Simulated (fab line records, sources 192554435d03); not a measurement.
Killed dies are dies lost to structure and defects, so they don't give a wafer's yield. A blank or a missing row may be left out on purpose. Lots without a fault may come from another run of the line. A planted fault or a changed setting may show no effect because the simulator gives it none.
Split-lot experiment | flow n5_finfet | 7 lots, 21 wafers read, on a route of 1938 steps

THE SPLIT
At N5_BEOL_M4_DESCUM_33 (chemistry O2, time 7 s), the setting time_s was moved away from the recipe's 7 s on 3 of the 21 wafers read, by -16.1% to -14.1%. The other wafers ran this setting at the recipe's value.

FROM THE SPLIT TO THE READING: what the file shows between them, 1 step
- N5_BEOL_M4_ETCH_77: etches underlayer in N2/H2, target depth 6.5 nm, time 5.2 s

THE READING
CAR-EUV_of_BEOL_M4_COAT_22.thk_nm (the simulator's own value, which no gauge read), in nm, at N5_BEOL_M4_ETCH_69 (etches SiARC in CF4, target depth 15.6 nm, time 26 s). The file gives no usual value for it. The 18 wafers here that ran the recipe average 11.2 nm, standard deviation 0.12 nm.

wafer  | tool, chamber at the split | time_s as run, s | against the recipe | CAR-EUV_of_BEOL_M4_COAT_22.thk_nm, nm | against lot-mates on the recipe
L077.2 | rie_diel-03, 1,2           | 7                | recipe             | 11.4                                  | -
L077.6 | rie_diel-03, 1,2           | 7                | recipe             | 11.4                                  | -
L077.4 | rie_diel-03, 2             | 5.871            | -16.1%             | 11.8                                  | +0.4
L081.2 | rie_diel-05, 3,0,1         | 7                | recipe             | 11.2                                  | -
L081.5 | rie_diel-05, 3,0,1         | 7                | recipe             | 11.2                                  | -
L081.6 | rie_diel-05, 3,0,1         | 7                | recipe             | 11.2                                  | -
L082.4 | rie_diel-03, 1,3,2         | 7                | recipe             | 11.2                                  | -
L082.5 | rie_diel-03, 1,3,2         | 7                | recipe             | 11.2                                  | -
L082.6 | rie_diel-03, 1,3,2         | 7                | recipe             | 11.2                                  | -
L087.1 | rie_diel-05, 0             | 5.94             | -15.1%             | 11.6                                  | +0.6
L087.4 | rie_diel-05, 2,0           | 7                | recipe             | 11                                    | -
L087.6 | rie_diel-05, 2,0           | 7                | recipe             | 11                                    | -
L086.1 | rie_diel-01, 2             | 6.015            | -14.1%             | 11.6                                  | +0.5
L086.3 | rie_diel-01, 0             | 7                | recipe             | 11.2                                  | -
L086.6 | rie_diel-01, 1             | 7                | recipe             | 11                                    | -
L090.2 | rie_diel-03, 1,2           | 7                | recipe             | 11.2                                  | -
L090.3 | rie_diel-03, 1,2           | 7                | recipe             | 11.2                                  | -
L090.6 | rie_diel-03, 2             | 7                | recipe             | 11.4                                  | -
L095.1 | rie_diel-01, 1             | 7                | recipe             | 11                                    | -
L095.3 | rie_diel-01, 2,3           | 7                | recipe             | 11.2                                  | -
L095.4 | rie_diel-01, 2,3           | 7                | recipe             | 11.2                                  | -
Where a row lists several chambers, the file gives one row for several wafers and doesn't say which wafer went through which chamber.

THE FIT
A straight line over all 21 wafers: CAR-EUV_of_BEOL_M4_COAT_22.thk_nm changes by -0.0318 nm for each +1% of time_s; r = -0.82; the points scatter about the line by 0.12 nm.
The same after taking each lot's own level away (the mean of its wafers on the recipe; 21 wafers): -0.0328 nm for each +1%; r = -0.93; scatter 0.073 nm.
On that fit, the largest move of time_s shifts the reading by 0.53 nm.
The lots' own levels span 11.00 to 11.40 nm, that is 3.2 times the standard deviation above.
So the lot-to-lot level changes the slope little: the two slopes agree.
Check: with one of the wafers moved furthest among these (-16.1%) left out of the fit, the line predicts +0.609 nm for it against its lot-mates. It came out at +0.4 nm against them.

OTHER SPLITS ON THESE WAFERS
These wafers also went through other splits before the reading. Each is held against what the fit with the lots' levels taken away leaves over:
other split on the same wafers   | wafers away from the commonest value | r with CAR-EUV_of_BEOL_M4_COAT_22.thk_nm (lot level and that fit taken away)
N5_BEOL_M1_COAT_73 temp_c        | 6                                    | -0.21
N5_BEOL_M2_DESCUM_16 time_s      | 8                                    | +0.29
N5_BEOL_M2_TRENCH_ETCH_37 bias_w | 10                                   | +0.04
N5_BEOL_M3_ILD_DEP_00 time_s     | 7                                    | -0.14
N5_BEOL_M3_DEP_57 time_s         | 6                                    | +0.28
N5_BEOL_M4_COAT_62 spin_rpm      | 4                                    | +0.34

THE WHOLE CHAIN: every reading that the file lists as answering this split, in the file's order
step                 | what it does                                                | reading                                                                            | change (the file's fit)                | r (the file's)
N5_BEOL_M4_DESCUM_33 | chemistry O2, time 7 s                                      | CAR-EUV_of_BEOL_M4_COAT_22.thk_nm (the simulator's own value, which no gauge read) | -0.0375 nm for each +1% of the setting | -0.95
N5_BEOL_M4_ETCH_77   | etches underlayer in N2/H2, target depth 6.5 nm, time 5.2 s | CAR-EUV_of_BEOL_M4_COAT_22.thk_nm (the simulator's own value, which no gauge read) | -0.0308 nm for each +1% of the setting | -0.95
N5_BEOL_M4_ETCH_69   | etches SiARC in CF4, target depth 15.6 nm, time 26 s        | CAR-EUV_of_BEOL_M4_COAT_22.thk_nm (the simulator's own value, which no gauge read) | -0.0328 nm for each +1% of the setting | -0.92

THE FILE'S OWN FIT
CAR-EUV_of_BEOL_M4_COAT_22.thk_nm changes by -0.0328 nm for each +1% of time_s, r = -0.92.
